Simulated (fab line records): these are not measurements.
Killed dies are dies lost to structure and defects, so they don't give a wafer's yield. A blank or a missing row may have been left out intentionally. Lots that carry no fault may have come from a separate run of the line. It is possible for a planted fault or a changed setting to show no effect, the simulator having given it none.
Chamber matching || flow nand-harc || 4 sister chambers for NHARC_A_BLC_ALD_23 on ald-metal-02
The step deposits TiN, target thk 3 nm, pulse time 1 s, ald cycles 150. 20 wafers are shown with their chamber, then 10 later ones without.

## WAFERS, EACH WITH ITS CHAMBER
{"wafer": "L076.1", "chamber": 2, "heater-power-w (W)": 1089, "precursor-pulse-height-rel": 0.971}
{"wafer": "L076.3", "chamber": 1, "heater-power-w (W)": 1076, "precursor-pulse-height-rel": 0.977}
{"wafer": "L076.6", "chamber": 0, "heater-power-w (W)": 1067, "precursor-pulse-height-rel": 0.998}
{"wafer": "L077.1", "chamber": 1, "heater-power-w (W)": 1056, "precursor-pulse-height-rel": 0.988}
{"wafer": "L077.2", "chamber": 3, "heater-power-w (W)": 1078, "precursor-pulse-height-rel": 0.955}
{"wafer": "L077.5", "chamber": 0, "heater-power-w (W)": 1107, "precursor-pulse-height-rel": 0.990}
{"wafer": "L078.4", "chamber": 1, "heater-power-w (W)": 1098, "precursor-pulse-height-rel": 1.002}
{"wafer": "L078.5", "chamber": 2, "heater-power-w (W)": 1090, "precursor-pulse-height-rel": 1.043}
{"wafer": "L078.6", "chamber": 3, "heater-power-w (W)": 1066, "precursor-pulse-height-rel": 1.025}
{"wafer": "L083.2", "chamber": 3, "heater-power-w (W)": 1091, "precursor-pulse-height-rel": 0.981}
{"wafer": "L083.3", "chamber": 0, "heater-power-w (W)": 1100, "precursor-pulse-height-rel": 1.008}
{"wafer": "L083.5", "chamber": 1, "heater-power-w (W)": 998, "precursor-pulse-height-rel": 0.989}
{"wafer": "L086.2", "chamber": 3, "heater-power-w (W)": 1098, "precursor-pulse-height-rel": 0.972}
{"wafer": "L086.4", "chamber": 1, "heater-power-w (W)": 1019, "precursor-pulse-height-rel": 1.019}
{"wafer": "L086.6", "chamber": 1, "heater-power-w (W)": 1006, "precursor-pulse-height-rel": 1.023}
{"wafer": "L087.1", "chamber": 2, "heater-power-w (W)": 1133, "precursor-pulse-height-rel": 1.021}
{"wafer": "L087.2", "chamber": 1, "heater-power-w (W)": 1005, "precursor-pulse-height-rel": 0.988}
{"wafer": "L087.6", "chamber": 0, "heater-power-w (W)": 1128, "precursor-pulse-height-rel": 1.013}
{"wafer": "L088.3", "chamber": 2, "heater-power-w (W)": 1116, "precursor-pulse-height-rel": 1.013}
{"wafer": "L088.5", "chamber": 0, "heater-power-w (W)": 1089, "precursor-pulse-height-rel": 0.985}

SIGNATURES (averages over the wafers above)
{"reading": "heater-power-w", "chamber 0": 1098.20, "chamber 1": 1036.86, "chamber 2": 1107.00, "chamber 3": 1083.25, "scatter within a chamber": 29}
{"reading": "precursor-pulse-height-rel", "chamber 0": 0.99880, "chamber 1": 0.99800, "chamber 2": 1.01200, "chamber 3": 0.98325, "scatter within a chamber": 0.022}
Rule: a wafer lies at a distance from a chamber equal to the root of the sum of squares, over the readings, of (its reading less the chamber's mean, divided by the reading's scatter). If the next closest chamber is less than 2 further off than the closest, the wafer can't be placed; otherwise it belongs to the closest. How the scatter is found: for the shown wafers, subtract from each reading the mean of its chamber, square and add these, divide the total by (wafers less chambers), then take the root.

## WAFERS WHOSE CHAMBER IS MISSING
{"wafer": "L088.6", "heater-power-w (W)": 1013, "precursor-pulse-height-rel": 1.006}
{"wafer": "L091.2", "heater-power-w (W)": 1105, "precursor-pulse-height-rel": 1.023}
{"wafer": "L091.3", "heater-power-w (W)": 999, "precursor-pulse-height-rel": 1.006}
{"wafer": "L091.6", "heater-power-w (W)": 1116, "precursor-pulse-height-rel": 1.014}
{"wafer": "L092.1", "heater-power-w (W)": 1112, "precursor-pulse-height-rel": 1.003}
{"wafer": "L092.3", "heater-power-w (W)": 1124, "precursor-pulse-height-rel": 0.973}
{"wafer": "L092.5", "heater-power-w (W)": 1000, "precursor-pulse-height-rel": 1.016}
{"wafer": "L096.4", "heater-power-w (W)": 1022, "precursor-pulse-height-rel": 0.979}
{"wafer": "L096.5", "heater-power-w (W)": 1121, "precursor-pulse-height-rel": 1.008}
{"wafer": "L096.6", "heater-power-w (W)": 1110, "precursor-pulse-height-rel": 0.987}

## EACH ONE'S CHAMBER
{"wafer": "L088.6", "from the rows above": "can't be placed: 1 or 3", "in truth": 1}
{"wafer": "L091.2", "from the rows above": "can't be placed: 2 or 0 or 3", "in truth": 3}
{"wafer": "L091.3", "from the rows above": "can't be placed: 1 or 3", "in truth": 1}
{"wafer": "L091.6", "from the rows above": "can't be placed: 2 or 0 or 3", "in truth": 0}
{"wafer": "L092.1", "from the rows above": "can't be placed: 2 or 0 or 3", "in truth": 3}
{"wafer": "L092.3", "from the rows above": "can't be placed: 0 or 3 or 2 or 1", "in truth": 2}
{"wafer": "L092.5", "from the rows above": "can't be placed: 1 or 3 or 0", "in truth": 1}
{"wafer": "L096.4", "from the rows above": "can't be placed: 1 or 3 or 0", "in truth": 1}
{"wafer": "L096.5", "from the rows above": "can't be placed: 2 or 0 or 3", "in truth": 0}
{"wafer": "L096.6", "from the rows above": "can't be placed: 0 or 3 or 2 or 1", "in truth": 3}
Placed correctly: 0 of 10. Can't be placed from these rows: 10 (the true chamber is among the candidates in 10). Placed wrongly: 0.
